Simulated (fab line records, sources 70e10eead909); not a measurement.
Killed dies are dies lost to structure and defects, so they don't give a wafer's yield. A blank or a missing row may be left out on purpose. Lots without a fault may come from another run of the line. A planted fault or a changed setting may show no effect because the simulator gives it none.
Which tool did it? | flow nand_harc | 11 lots, 33 wafers sampled, at 6 steps of a route of 1302

WHAT THE GAUGES READ, wafer by wafer
NHARC_A_CONTACT_CD_MEAS_15.
lot  | measured     | on        | cd_nm (nm)
L453 | day 23 06:32 | cd_sem-02 | 188.7 189.3 189.0
L455 | day 23 08:29 | cd_sem-01 | 190.6 191.0 190.2
L458 | day 24 08:18 | cd_sem-01 | 189.6 190.5 190.4
L456 | day 24 10:10 | cd_sem-02 | 189.1 188.9 189.3
L460 | day 25 17:01 | cd_sem-01 | 190.0 189.9 190.1
L462 | day 26 18:59 | cd_sem-03 | 189.9 190.3 189.9
L461 | day 27 06:43 | cd_sem-02 | 190.2 190.2 189.6
L463 | day 27 11:05 | cd_sem-03 | 189.9 190.9 191.2
L467 | day 28 11:43 | cd_sem-02 | 191.1 190.7 191.1
L473 | day 31 15:14 | cd_sem-02 | 189.6 190.7 190.6
L474 | day 32 09:53 | cd_sem-01 | 189.2 190.2 189.5

NHARC_END_SORT_01.
lot  | measured     | on        | killed_at_array | killed_at_other | killed_at_periphery | killed_dies | killed_open | killed_short
L463 | day 29 14:22 | prober-02 | 59 51 39        | 1 3 1           | 1 2 3               | 61 56 43    | 5 4 4       | 3 1 1

WHICH TOOL RAN EACH LOT (tool, then ch and the chambers of the sampled wafers, then the start)
lot  | NHARC_A_CONTACT_DESCUM_13          | NHARC_A_CONTACT_ETCH_30                       | NHARC_A_CONTACT_CVD_19        | NHARC_A_CONTACT_CMP_20
L453 | rie_diel-04 ch 0,1, day 23 03:21   | rie_diel-04 ch 0,2,3, day 23 06:32 or earlier | cvd_w-01 ch 0,1, day 23 07:55 | cmp-03 ch 0,3, day 23 08:34
L455 | rie_diel-08 ch 0,3, day 23 05:03   | rie_diel-08 ch 0,3, day 23 08:29 or earlier   | cvd_w-02 ch 0,1, day 23 09:54 | cmp-03 ch 0,1,2, day 23 10:47
L458 | rie_diel-04 ch 0,1,3, day 24 05:06 | rie_diel-04 ch 1,2,3, day 24 08:18 or earlier | cvd_w-01 ch 0,1, day 24 09:26 | cmp-03 ch 0,1,3, day 24 10:20
L456 | rie_diel-08 ch 1,2,3, day 24 06:59 | rie_diel-08 ch 2,3, day 24 10:10 or earlier   | cvd_w-02 ch 0,1, day 24 11:25 | cmp-02 ch 0,2,3, day 24 12:14
L460 | rie_diel-08 ch 1,2,3, day 25 13:47 | rie_diel-08 ch 0,1,3, day 25 17:01 or earlier | cvd_w-01 ch 1, day 25 18:09   | cmp-04 ch 0,1,3, day 25 19:05
L462 | rie_diel-04 ch 0,1,3, day 26 15:14 | rie_diel-04 ch 0,2, day 26 18:59 or earlier   | cvd_w-01 ch 0,1, day 26 20:07 | cmp-03 ch 0,1,2, day 26 21:01
L461 | rie_diel-04 ch 1,2,3, day 27 03:33 | rie_diel-04 ch 0,2,3, day 27 06:43 or earlier | cvd_w-01 ch 0,1, day 27 07:52 | cmp-02 ch 0,1,3, day 27 08:45
L463 | rie_diel-08 ch 0,1, day 27 07:53   | rie_diel-08 ch 0,2, day 27 11:05 or earlier   | cvd_w-01 ch 0,1, day 27 12:28 | cmp-04 ch 0,1,3, day 27 13:16
L467 | rie_diel-08 ch 0,1,2, day 28 08:32 | rie_diel-08 ch 0,2,3, day 28 11:43 or earlier | cvd_w-02 ch 0,1, day 28 13:21 | cmp-03 ch 1,2, day 28 13:53
L473 | rie_diel-04 ch 0,2,3, day 31 12:01 | rie_diel-04 ch 0,1,3, day 31 15:14 or earlier | cvd_w-02 ch 0,1, day 31 16:29 | cmp-04 ch 0,1,3, day 31 17:23
L474 | rie_diel-05 ch 1,2,3, day 32 06:02 | rie_diel-05 ch 0,1,3, day 32 09:53 or earlier | cvd_w-01 ch 0,1, day 32 11:20 | cmp-04 ch 0,1,3, day 32 12:00
- NHARC_A_CONTACT_DESCUM_13: chemistry O2, time 3 s.
- NHARC_A_CONTACT_ETCH_30: etches the open film in CF4/CHF3, target depth 72.6 nm, time 36.3 s.
- NHARC_A_CONTACT_CVD_19: deposits W, target thk 300 nm, time 802 s.
- NHARC_A_CONTACT_CMP_20: polishes, t overpolish 30 s, target thk 300 nm.

WHAT THE TOOLS THEMSELVES READ (means of the sampled wafers that have a number; where no wafer has one, the mark that the record gives instead)
NHARC_A_CONTACT_DESCUM_13.
lot  | tool        | chamber_pressure_mTorr (mTorr) | drypump_motor_current_A (A) | oes_product_au (a.u.) | rf_vpp_V (V) | showerhead_plenum_p_Torr (Torr) | throttle_valve_pct (%)
L453 | rie_diel-04 | 59.94                          | 5.58                        | 1.000                 | 57.2         | 1.82                            | 11.313
L455 | rie_diel-08 | 60.01                          | 5.65                        | 1.002                 | 57.8         | 1.87                            | 11.304
L458 | rie_diel-04 | 60.05                          | 5.63                        | 1.005                 | 57.8         | 1.88                            | 11.314
L456 | rie_diel-08 | 59.99                          | 5.81                        | 1.009                 | 58.0         | 2.00                            | 11.304
L460 | rie_diel-08 | 59.97                          | 5.83                        | 0.998                 | 58.0         | 2.00                            | 11.308
L462 | rie_diel-04 | 59.98                          | 5.66                        | 0.998                 | 57.9         | 1.88                            | 11.306
L461 | rie_diel-04 | 60.06                          | 5.73                        | 1.015                 | 58.4         | 1.95                            | 11.321
L463 | rie_diel-08 | 60.04                          | 6.18                        | 1.006                 | 57.9         | 1.97                            | 11.312
L467 | rie_diel-08 | 59.99                          | 6.05                        | 1.004                 | 57.1         | 1.98                            | 11.309
L473 | rie_diel-04 | 60.01                          | 5.84                        | 0.987                 | 58.8         | 2.02                            | 11.310
L474 | rie_diel-05 | 60.03                          | 5.97                        | 1.000                 | 58.2         | 1.91                            | 11.313

NHARC_A_CONTACT_ETCH_30.
lot  | tool        | chamber_pressure_mTorr (mTorr) | drypump_motor_current_A (A) | oes_product_au (a.u.) | rf_vpp_V (V) | showerhead_plenum_p_Torr (Torr) | throttle_valve_pct (%)
L453 | rie_diel-04 | 24.984                         | 5.83                        | 0.921                 | 370.5        | 1.58                            | 16.804
L455 | rie_diel-08 | 24.991                         | 5.41                        | 0.930                 | 369.6        | 1.56                            | 16.820
L458 | rie_diel-04 | 24.992                         | 5.73                        | 0.969                 | 371.8        | 1.60                            | 16.798
L456 | rie_diel-08 | 25.001                         | 5.43                        | 0.985                 | 371.3        | 1.61                            | 16.795
L460 | rie_diel-08 | 24.994                         | 5.78                        | 0.981                 | 371.4        | 1.59                            | 16.808
L462 | rie_diel-04 | 25.000                         | 5.96                        | 0.930                 | 371.1        | 1.57                            | 16.804
L461 | rie_diel-04 | 25.021                         | 5.85                        | 0.972                 | 370.8        | 1.58                            | 16.801
L463 | rie_diel-08 | 24.996                         | 5.95                        | 0.920                 | 371.9        | 1.63                            | 16.802
L467 | rie_diel-08 | 25.001                         | 5.68                        | 0.920                 | 370.3        | 1.59                            | 16.797
L473 | rie_diel-04 | 25.004                         | 5.64                        | 0.918                 | 371.8        | 1.62                            | 16.792
L474 | rie_diel-05 | 25.032                         | 5.92                        | 0.953                 | 372.8        | 1.62                            | 16.804

NHARC_A_CONTACT_CVD_19.
lot  | tool     | heater_power_w (W) | mfc_h2_sccm (sccm) | throttle_valve_pct (%)
L453 | cvd_w-01 | 496                | 1608               | 7.85
L455 | cvd_w-02 | 474                | 1598               | 7.89
L458 | cvd_w-01 | 473                | 1595               | 8.14
L456 | cvd_w-02 | 491                | 1603               | 7.83
L460 | cvd_w-01 | 472                | 1601               | 7.72
L462 | cvd_w-01 | 488                | 1600               | 7.91
L461 | cvd_w-01 | 480                | 1596               | 7.99
L463 | cvd_w-01 | 487                | 1598               | 7.94
L467 | cvd_w-02 | 489                | 1591               | 7.97
L473 | cvd_w-02 | 485                | 1598               | 7.76
L474 | cvd_w-01 | 500                | 1600               | 7.98

NHARC_A_CONTACT_CMP_20.
lot  | tool   | motor_current_A (A) | overpolish_run_s (s) | time_to_endpoint_s (s)
L453 | cmp-03 | 11.2                | 30.004               | 60
L455 | cmp-03 | 11.4                | 30.002               | 64
L458 | cmp-03 | 11.5                | 29.995               | 63
L456 | cmp-02 | 12.3                | 29.999               | 55
L460 | cmp-04 | 11.9                | 30.005               | 61
L462 | cmp-03 | 11.3                | 29.999               | 66
L461 | cmp-02 | 11.0                | 30.006               | 33
L463 | cmp-04 | 11.8                | 30.001               | 37
L467 | cmp-03 | 10.9                | 29.993               | 64
L473 | cmp-04 | 12.0                | 30.003               | 62
L474 | cmp-04 | 11.7                | 29.992               | 59

THE ANSWER, worked out from the rows above alone
Rule: what is usual is taken from the lots themselves. Put in order of their means at a reading, lots are off if they are a third of the lots or fewer, leave a main group of 4 or more, and stand apart from it by a gap of 3 or more times the standard deviation of the main group's means; of several such gaps the widest counts. A main group whose means are all the same, to the digits that the tables above print for the reading, isn't used. A lot without any number at a reading at which 4 lots or more have one is off too. The other lots that the step has rows for count as sound. The gauges are gone through in route order, then the tools' own readings, and for those a lot's mean is taken as printed above. The first step at which some lot is off is used, and at that step the reading that is off furthest; a lot without a number counts as furthest.
Off: L461, L463, at NHARC_A_CONTACT_CMP_20 (time_to_endpoint_s). The main group: mean 62 s, standard deviation 3.1.
A tool fits if, at that step or a process step before it, it ran every lot that is off, and no sound lot after the first of them. NHARC_A_CONTACT_ETCH_30 gives no start for some lots, so the hours and the order of its lots are those of NHARC_A_CONTACT_CD_MEAS_15. None of those tried fits.

WHAT THE SIMULATOR HAD PUT IN
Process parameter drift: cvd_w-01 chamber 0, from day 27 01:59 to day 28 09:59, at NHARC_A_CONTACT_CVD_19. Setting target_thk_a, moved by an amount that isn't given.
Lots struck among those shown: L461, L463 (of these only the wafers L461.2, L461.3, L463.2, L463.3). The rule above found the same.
